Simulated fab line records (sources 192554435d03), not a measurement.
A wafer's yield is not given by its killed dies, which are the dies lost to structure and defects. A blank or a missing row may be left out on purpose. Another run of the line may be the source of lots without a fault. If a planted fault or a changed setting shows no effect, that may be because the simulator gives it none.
fab line records	flow n5-finfet
record lots=14	wafers=39	last-day=17
route steps=1938 shown BEOL_M12@1648 BEOL_M15@1823 MIM_TOP@1836 TV_LITHO@1884 PASSIVATION@1936
lots untouched by any fault: they come from a run of this same line in which no faults occurred
start-h: start of the lot's first displayed wafer, in hours after the record's first day	wait-h: time in hours since the lot's previous step	" repeats the value in the row above	L1.1+2: a single row standing in for several wafers	- either no value or no given start	* or withheld: withheld	< > ~ a bound
route shown NAME@n: names a module that has steps shown in the file, with the first one's number in the route	usual: mean/standard deviation taken from wafers without a fault	same: alike in all rows	chamber/n: place in a boat	sites: each site's reading	_std_site: the values' standard deviation	_edge_site: the outer-site mean with the inner-site mean subtracted	radius-mm: how far each site lies from the wafer's centre	mask NAME#n: copy n	behind: tool/chamber where the wafer was last shaped	hold: what put the lot on hold/how long, in hours/how the hold closed	device: the n, p or np transistor that did not switch	end of line: the tests these same wafers got at the end of their route	step lacking rows: just its recipe	killed: not the wafer's yield, but the dies lost to structure and defects at the first sort	map: a wafer's dies, marking killed ones x, the rest . and places with no die _
set.NAME: the run value of the setting; set.NAME@STEP: its run value at that earlier step	model.NAME: the simulator's own value behind a step, which no gauge read
route steps across a sampled set of lots; one table per step, one row per wafer
services: when a tool's chamber went out of use (start-h, in hours from the record's first day, below 0 if earlier), for how many hours, and the reason
## steps
# step N5_BEOL_M12_SPUTTER_43
# recipe material=TaN	target-thk-a=150	temp-c=50	bias-v=168.6	power-w=15000	chamber-pressure-pa=0.12	time-s=24.19
# usual throttle-valve-pct=29.6/0.91
lot.wafer	tool	chamber	start-h	wait-h	throttle-valve-pct
L363.2	pvd-sputter-02	-	256.82	0.0	29.1
L363.5	"	-	"	"	28.9
L368.1	pvd-sputter-02	-	267.30	0.0	30.1
L368.3	"	-	"	"	28.7
L367.1	pvd-sputter-01	-	273.52	0.0	30.6
L367.6	"	-	"	"	29.5
L369.3	pvd-sputter-03	-	288.12	0.0	30.8
L369.4	"	-	"	"	28.8
L369.5	"	-	"	"	30.6
L370.1	pvd-sputter-02	-	288.73	0.0	29.7
L370.5	"	-	"	"	29.7
L370.6	"	-	"	"	28.8
L371.1	pvd-sputter-01	-	293.58	0.0	30.9
L371.5	"	-	"	"	30.6
L371.6	"	-	"	"	29.4
L372.2	pvd-sputter-02	-	304.15	0.0	28.9
L372.3	"	-	"	"	30.4
L372.4	"	-	"	"	28.7
L374.1	pvd-sputter-02	-	309.98	0.0	29.8
L374.3	"	-	"	"	30.4
L374.4	"	-	"	"	28.8
L373.1	pvd-sputter-02	-	319.84	0.0	30.2
L373.2	"	-	"	"	28.6
L373.3	"	-	"	"	29.7
L380.1	pvd-sputter-02	-	353.38	0.0	28.5
L380.3	"	-	"	"	28.9
L380.6	"	-	"	"	29.0
L381.1	pvd-sputter-01	-	359.81	0.0	31.2
L381.4	"	-	"	"	29.1
L381.6	"	-	"	"	29.3
L383.1	pvd-sputter-01	-	365.53	0.0	27.6
L383.2	"	-	"	"	29.1
L383.5	"	-	"	"	31.0
L382.3	pvd-sputter-01	-	367.07	0.0	27.6
L382.4	"	-	"	"	30.9
L382.5	"	-	"	"	30.8
L384.1	pvd-sputter-03	-	386.33	0.0	29.8
L384.2	"	-	"	"	30.7
L384.5	"	-	"	"	30.2
# step N5_BEOL_M15_ANNEAL_48
# recipe temp-c=225	time-s=90	ambient=N2
# usual wafer_temp_C_max=226.4/0.53
lot.wafer	tool	chamber	start-h	wait-h	wafer_temp_C_max
L363.2	rtp-anneal-02	0	273.44	0.4	226.5
L363.5	"	0	"	"	226.3
L368.1	rtp-anneal-02	0	286.34	0.3	226.5
L368.3	"	0	"	"	226.9
L367.1	rtp-anneal-02	0	289.58	0.4	226.6
L367.6	"	0	"	"	226.9
L369.3	rtp-anneal-02	0	304.20	0.2	226.8
L369.4	"	0	"	"	226.7
L369.5	"	0	"	"	226.0
L370.1	rtp-anneal-01	0	310.00	0.2	226.1
L370.5	"	0	"	"	225.7
L370.6	"	0	"	"	225.6
L371.1	rtp-anneal-01	0	316.15	0.8	225.8
L371.5	"	0	"	"	226.0
L371.6	"	0	"	"	226.0
L372.2	rtp-anneal-02	0	324.04	0.2	226.1
L372.3	"	0	"	"	227.7
L372.4	"	0	"	"	226.7
L374.1	rtp-anneal-02	0	330.13	0.3	226.7
L374.3	"	0	"	"	226.4
L374.4	"	0	"	"	226.8
L373.1	rtp-anneal-02	0	341.80	0.2	226.4
L373.2	"	0	"	"	226.6
L373.3	"	0	"	"	226.2
L380.1	rtp-anneal-02	0	372.19	0.2	226.6
L380.3	"	0	"	"	226.5
L380.6	"	0	"	"	226.2
L381.1	rtp-anneal-01	0	377.49	0.3	225.7
L381.4	"	0	"	"	225.6
L381.6	"	0	"	"	225.8
L383.1	rtp-anneal-01	0	384.16	0.2	225.7
L383.2	"	0	"	"	225.9
L383.5	"	0	"	"	225.4
L382.3	rtp-anneal-02	0	390.62	0.2	226.1
L382.4	"	0	"	"	226.5
L382.5	"	0	"	"	226.9
L384.1	rtp-anneal-02	0	405.72	0.2	226.9
L384.2	"	0	"	"	227.7
L384.5	"	0	"	"	227.0
# step N5_MIM_TOP_ALD_02
# recipe material=Al2O3	target-thk-a=*	temp-c=withheld	ald-precursor-family=TMA	ald-co-reactant=O3	pulse-time-s=withheld	purge-time-s=3	co-reactant-purge-time-s=withheld	co-reactant-pulse-time-s=3	ald-cycles=withheld
# usual precursor-pulse-height-rel=1.000/0.02
lot.wafer	tool	chamber	start-h	wait-h	precursor-pulse-height-rel
L363.2	ald-hk-02	2	-	-	1.028
L363.5	"	3	"	"	0.976
L368.1	ald-hk-03	0	-	-	1.035
L368.3	"	1	"	"	0.982
L367.1	ald-hk-02	1	-	-	0.992
L367.6	"	3	"	"	1.020
L369.3	ald-hk-01	3	-	-	0.966
L369.4	"	2	"	"	1.012
L369.5	"	1	"	"	0.990
L370.1	ald-hk-01	2	-	-	1.010
L370.5	"	1	"	"	0.972
L370.6	"	0	"	"	1.004
L371.1	ald-hk-01	1	-	-	1.017
L371.5	"	3	"	"	0.967
L371.6	"	2	"	"	0.952
L372.2	ald-hk-02	2	-	-	0.983
L372.3	"	0	"	"	0.997
L372.4	"	3	"	"	0.965
L374.1	ald-hk-01	2	-	-	1.022
L374.3	"	0	"	"	1.000
L374.4	"	3	"	"	0.976
L373.1	ald-hk-01	0	-	-	1.005
L373.2	"	1	"	"	0.993
L373.3	"	3	"	"	1.010
L380.1	ald-hk-01	3	-	-	1.018
L380.3	"	1	"	"	1.020
L380.6	"	1	"	"	0.981
L381.1	ald-hk-01	1	-	-	0.982
L381.4	"	0	"	"	1.010
L381.6	"	1	"	"	0.996
L383.1	ald-hk-01	0	-	-	1.025
L383.2	"	3	"	"	1.024
L383.5	"	0	"	"	1.028
L382.3	ald-hk-01	3	-	-	1.008
L382.4	"	1	"	"	1.010
L382.5	"	1	"	"	0.985
L384.1	ald-hk-02	3	-	-	1.018
L384.2	"	1	"	"	1.027
L384.5	"	0	"	"	0.965
# step N5_PASSIVATION_OVL_MEAS_60
# recipe points-per-wafer=44
# usual TV_OVL=-1/6
lot.wafer	tool	chamber	start-h	wait-h	TV_OVL[nm]
L363.2	overlay-02	0	281.32	0.0	-9
L363.5	"	0	"	"	-5
L368.1	overlay-01	0	292.12	0.0	6
L368.3	"	0	"	"	2
L367.1	overlay-01	0	296.78	0.0	-4
L367.6	"	0	"	"	-6
L369.3	overlay-01	0	314.02	0.0	5
L369.4	"	0	"	"	6
L369.5	"	0	"	"	11
L370.1	overlay-02	0	317.08	0.0	-3
L370.5	"	0	"	"	-7
L370.6	"	0	"	"	-3
L371.1	overlay-02	0	328.66	0.0	-2
L371.5	"	0	"	"	-7
L371.6	"	0	"	"	-7
L372.2	overlay-02	0	333.02	0.0	-7
L372.3	"	0	"	"	2
L372.4	"	0	"	"	1
L374.1	overlay-02	0	339.15	0.0	2
L374.3	"	0	"	"	5
L374.4	"	0	"	"	-9
L373.1	overlay-01	0	347.69	0.0	2
L373.2	"	0	"	"	-1
L373.3	"	0	"	"	1
L380.1	overlay-01	0	381.89	0.0	-2
L380.3	"	0	"	"	5
L380.6	"	0	"	"	-14
L381.1	overlay-01	0	387.43	0.0	-7
L381.4	"	0	"	"	-3
L381.6	"	0	"	"	-2
L383.1	overlay-02	0	392.86	0.0	-2
L383.2	"	0	"	"	7
L383.5	"	0	"	"	5
L382.3	overlay-02	0	400.67	0.0	-2
L382.4	"	0	"	"	4
L382.5	"	0	"	"	1
L384.1	overlay-02	0	411.81	0.0	-11
L384.2	"	0	"	"	4
L384.5	"	0	"	"	-9
# step N5_PASSIVATION_PROBE_49
# usual defect-limited-yield=91.3/1.4	killed_at_M0_to_M3=33/9.9	killed_at_M4_up=15/5.6	killed-at-contacts=13/5.7	killed-at-front-end=38/12	killed-at-other=4/3.1	killed-dies=103/17	killed-open=66/13	killed-short=32/7.8	sort_bin_4_leakage=0.02/0.16	sort_bin_5_function=5.1/0.95	sort_bin_6_memory=3.2/0.68	sort_bin_8_speed=0.02/0.22	sort-n-pass=1077/17	sort-yield-pct=91.3/1.5
# same gross-dies=1180	killed-at-back-side=0
lot.wafer	tool	chamber	start-h	wait-h	defect-limited-yield[%]	killed_at_M0_to_M3	killed_at_M4_up	killed-at-contacts	killed-at-front-end	killed-at-other	killed-dies	killed-open	killed-short	sort_bin_4_leakage[%]	sort_bin_5_function[%]	sort_bin_6_memory[%]	sort_bin_8_speed[%]	sort-n-pass	sort-yield-pct[%]
L372.2	prober-01	-	340.37	0.1	92.8	37	11	10	27	0	85	59	26	0	4.4	2.8	0	1095	92.8
L372.3	prober-01	-	340.42	0.1	90.4	47	16	12	32	6	113	61	48	0	5.0	3.9	0	1067	90.4
L372.4	prober-01	-	340.47	0.2	90.1	46	17	14	40	0	117	68	41	0	5.8	3.7	0	1063	90.1
L374.1	prober-02	-	345.94	0.0	84.7	13	128	4	35	0	180	42	23	0	10.1	3.7	0	1000	84.7
L374.3	prober-02	-	346.04	0.1	84.5	41	107	9	25	1	183	56	26	0	9.2	3.7	0	997	84.5
L374.4	prober-02	-	346.09	0.2	88.2	29	64	7	37	2	139	43	32	0	7.5	2.5	0	1041	88.2
L373.1	prober-02	-	354.93	0.0	81.9	35	117	14	44	4	214	81	26	0	11.8	5.0	0	966	81.9
L373.2	prober-02	-	354.98	0.1	85.4	28	92	20	29	3	172	59	23	0	9.4	3.7	0	1008	85.4
L373.3	prober-02	-	355.03	0.1	82.8	27	121	8	47	0	203	66	26	0	11.2	4.1	0	977	82.8
L380.1	prober-01	-	389.04	0.0	83.0	40	107	13	34	7	201	84	29	0	10.2	4.2	0	979	83.0
L380.3	prober-01	-	389.14	0.1	85.9	34	72	12	29	19	166	59	36	0	9.1	3.5	0	1014	85.9
L380.6	prober-01	-	389.29	0.3	86.6	32	80	7	30	9	158	57	33	0	8.9	3.4	0	1022	86.6
# killed by level:class
L372.2 MOL_CONTACT_COAG:geometric-particle:open=9 BEOL_M2:geometric-particle:open=8 BEOL_M0:geometric-particle:open=7 BEOL_M4:geometric-particle:open=7 STI_FIN_REVEAL:geometric-particle:open=6 FIN_SAQP:geometric-particle:short=5 BEOL_M0:geometric-particle:short=5 BEOL_M2:geometric-particle:short=4
L372.3 BEOL_M3:geometric-particle:open=10 FIN_SAQP:geometric-particle:short=9 MOL_CONTACT_COAG:geometric-particle:open=8 BEOL_M2:geometric-particle:open=8 BEOL_M0_SAQP:geometric-particle:short=7 BEOL_M2:geometric-particle:short=7 STI_FIN_REVEAL:geometric-particle:open=6 DUMMY_GATE:geometric-particle:open=5
L372.4 FIN_SAQP:geometric-particle:short=19 BEOL_M0_SAQP:geometric-particle:open=11 BEOL_M4:geometric-particle:open=10 BEOL_M0_SAQP:geometric-particle:short=9 FIN_SAQP:geometric-particle:open=8 MOL_CONTACT_COAG:geometric-particle:open=8 BEOL_M2:geometric-particle:open=6 BEOL_M3:geometric-particle:open=6
L374.1 BEOL_M12:unspecified=114 STI_FIN_REVEAL:geometric-particle:open=9 FIN_SAQP:geometric-particle:short=4 MOL_CONTACT_COAG:geometric-particle:open=4 BEOL_M6:geometric-particle:open=4 STARTING-WAFER:geometric-particle:short=4 FIN_SAQP:geometric-particle:open=3 ILD0:geometric-particle:short=3
L374.3 BEOL_M12:unspecified=100 BEOL_M0_SAQP:geometric-particle:open=8 BEOL_M1:geometric-particle:open=8 STI_FIN_REVEAL:geometric-particle:open=7 MOL_CONTACT_COAG:geometric-particle:open=7 BEOL_M2:geometric-particle:open=7 BEOL_M0_SAQP:geometric-particle:short=5 FIN_SAQP:geometric-particle:open=4
L374.4 BEOL_M12:unspecified=57 BEOL_M0_SAQP:geometric-particle:short=7 MOL_CONTACT_COAG:geometric-particle:open=6 BEOL_M0_SAQP:geometric-particle:open=6 HKMG_FIN:area-etch=6 BEOL_M2:geometric-particle:open=5 STI_FIN_REVEAL:geometric-particle:short=4 STI_FIN_REVEAL:geometric-particle:open=4
L373.1 BEOL_M12:unspecified=107 STI_FIN_REVEAL:geometric-particle:open=25 MOL_CONTACT_COAG:geometric-particle:open=13 BEOL_M0_SAQP:geometric-particle:open=12 BEOL_M0_SAQP:geometric-particle:short=12 STI_FIN_REVEAL:geometric-particle:short=5 FIN_SAQP:geometric-particle:open=4 BEOL_M1:geometric-particle:open=4
L373.2 BEOL_M12:unspecified=83 MOL_CONTACT_COAG:geometric-particle:open=15 BEOL_M2:geometric-particle:open=8 BEOL_M3:geometric-particle:open=7 FIN_SAQP:geometric-particle:open=6 STI_FIN_REVEAL:geometric-particle:open=5 MOL_CONTACT_COAG:geometric-particle:short=5 BEOL_M0_SAQP:geometric-particle:open=5
L373.3 BEOL_M12:unspecified=111 STI_FIN_REVEAL:geometric-particle:open=18 FIN_SAQP:geometric-particle:open=8 MOL_CONTACT_COAG:geometric-particle:open=7 BEOL_M1:geometric-particle:open=6 BEOL_M2:geometric-particle:open=6 FIN_SAQP:geometric-particle:short=5 BEOL_M0_SAQP:geometric-particle:open=5
L380.1 BEOL_M12:unspecified=80 BEOL_M4:geometric-particle:open=18 MOL_CONTACT_COAG:geometric-particle:open=12 STI_FIN_REVEAL:geometric-particle:open=10 BEOL_M0_SAQP:geometric-particle:short=9 BEOL_M0_SAQP:geometric-particle:open=8 BEOL_M3:geometric-particle:open=8 HKMG_FIN:area-etch=5
L380.3 BEOL_M12:unspecified=62 BEOL_M0_SAQP:geometric-particle:short=10 MOL_CONTACT_COAG:geometric-particle:open=9 BEOL_M0_SAQP:geometric-particle:open=9 PASSIVATION:area-etch=8 STI_FIN_REVEAL:geometric-particle:open=6 BEOL_M4:geometric-particle:open=6 PASS1_CAP:geometric-particle:short=5
L380.6 BEOL_M12:unspecified=60 BEOL_M4:geometric-particle:open=12 BEOL_M0_SAQP:geometric-particle:open=8 BEOL_M3:geometric-particle:open=6 FIN_SAQP:geometric-particle:open=5 MOL_CONTACT_COAG:geometric-particle:open=5 PASSIVATION:area-etch=5 STI_FIN_REVEAL:geometric-particle:open=4
## services
tool	chamber	start-h	hours	kind
ald-hk-01	-	249.98	8.7	pm
ald-hk-03	-	286.20	0.9	repair
ald-hk-03	-	294.64	8.7	pm
pvd-sputter-02	-	379.03	2.5	repair
pvd-sputter-01	-	395.83	3.8	repair
pvd-sputter-03	-	397.76	2.9	repair
pvd-sputter-03	-	406.22	3.1	repair
## key
first-sign step=N5_PASSIVATION_PROBE_49	reading=killed_at_M4_up	direction=up	sigmas=15	usual=15	struck=99
effect step=N5_PASSIVATION_PROBE_49	reading=killed-dies	direction=up	sigmas=4.6	usual=103	struck=180
more-kills-born-at N5_BEOL_M12_SPUTTER_43@pvd-sputter-02=774
met-at N5_BEOL_M12_SPUTTER_43
struck-lots L373,L374,L380
not-acting-at N5_BEOL_M15_ANNEAL_48,N5_MIM_TOP_ALD_02,N5_PASSIVATION_OVL_MEAS_60
onset-between 304.15 309.98
fault kind=chamber-particle-source	tool=pvd-sputter-02	chamber=-	onset-h=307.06	steps=N5_BEOL_M12_SPUTTER_43	rate-per-visit-cm2=0.59681	end-h=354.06
